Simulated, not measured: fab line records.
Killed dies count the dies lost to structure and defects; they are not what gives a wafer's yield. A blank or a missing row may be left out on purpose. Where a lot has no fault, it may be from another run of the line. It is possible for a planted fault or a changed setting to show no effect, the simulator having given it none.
One fault through the eyes of 3 desks ; flow n5-finfet ; only its own numbers are on each desk; what lay behind them is given at the end

AT THE TOOL OWNER'S DESK: rie-metal-01
The tool's own readings at N5_BEOL_M3_HM_OPEN_17 (chemistry Cl2/BCl3, target TiN, target depth 20 nm, overetch 6 nm): means of the sampled wafers that have a number, for each lot that ran on this tool. A lot is out of limits, marked OUT, if its mean lies more than 4 standard deviations from the usual mean; the brackets give that distance.
Columns: A = drypump-motor-current-A at N5_BEOL_M3_HM_OPEN_17, usual 5.9 A; B = oes_ar_750_au at N5_BEOL_M3_HM_OPEN_17, usual 0.74 a.u.; C = oes-product-au at N5_BEOL_M3_HM_OPEN_17, usual 0.63 a.u.; D = throttle-valve-pct at N5_BEOL_M3_HM_OPEN_17, usual 22.33 %
lot;first seen here;A;B;C;D
L535;day 8 07:45;6.4;0.79;0.64;22.52
L539;day 9 09:31;6.4;0.78;0.63;22.55
L541;day 10 01:03;6.3;0.78;0.65;22.52
L543;day 10 17:14;6.3;0.78;0.64;22.54
Finding of this desk: none of the 4 lots has anything out of limits.

FROM THE METROLOGY DESK
What the gauges read for every lot (on any tool): the sampled wafers with a number, averaged. A lot is out of limits, marked OUT, if its mean lies more than 4 standard deviations from the usual mean; the brackets give that distance. It has 12 readings; the 7 that lie furthest out on some lot are the ones shown.
Columns: A = M3_OVL at N5_BEOL_M3_OVL_MEAS_12, usual -0.1 nm; B = IOFF_P at N5_BEOL_M4_RC_MEAS_101, usual 0.25 nA/um; C = ION_N at N5_BEOL_M4_RC_MEAS_101, usual 679 uA/um; D = ION_P at N5_BEOL_M4_RC_MEAS_101, usual 468 uA/um; E = SS_P at N5_BEOL_M4_RC_MEAS_101, usual 73.6 mV/dec; F = VT_N at N5_BEOL_M4_RC_MEAS_101, usual 248 mV; G = VT_P at N5_BEOL_M4_RC_MEAS_101, usual -248 mV
lot;first seen here;A;B;C;D;E;F;G
L532;day 8 01:52;-0.5;0.25;687;470;73.6;248;-247
L535;day 8 07:05;-0.7;0.21;677;460;73.6;251;-252
L539;day 9 09:08;0.3;0.25;685;474;73.8;250;-248
L541;day 10 00:41;-0.2;0.24;684;464;74.8;246;-251
L543;day 10 16:52;1.0;0.20;656;458;73.8;254;-250
L545;day 10 18:19;-0.5;0.30;688;473;74.1;245;-244
L551;day 12 02:48;-1.0;0.19;671;456;73.0;251;-253
Finding of this desk: none of the 7 lots has anything out of limits.

THE DEFECT DESK
Per lot, the means of the sampled wafers with a number show what the inspections along the route counted. A lot is out of limits, marked OUT, if its mean lies more than 4 standard deviations from the usual mean; the brackets give that distance.
Columns: A = raw-defect-count at N5_BEOL_M3_INSPECT_13, usual 458
lot;first seen here;A
L532;day 8 01:58;468
L535;day 8 07:10;565
L539;day 9 09:14;452
L541;day 10 00:46;314
L543;day 10 16:58;488
L545;day 10 18:25;367
L551;day 12 02:53;470
Finding of this desk: none of the 7 lots has anything out of limits.

TAKEN TOGETHER
Nothing out of limits was seen by the tool owner's desk.
From the metrology desk's view, nothing was out of limits.
Nothing the defect desk looked at was out of limits.

WHAT WAS PUT IN BY THE SIMULATOR
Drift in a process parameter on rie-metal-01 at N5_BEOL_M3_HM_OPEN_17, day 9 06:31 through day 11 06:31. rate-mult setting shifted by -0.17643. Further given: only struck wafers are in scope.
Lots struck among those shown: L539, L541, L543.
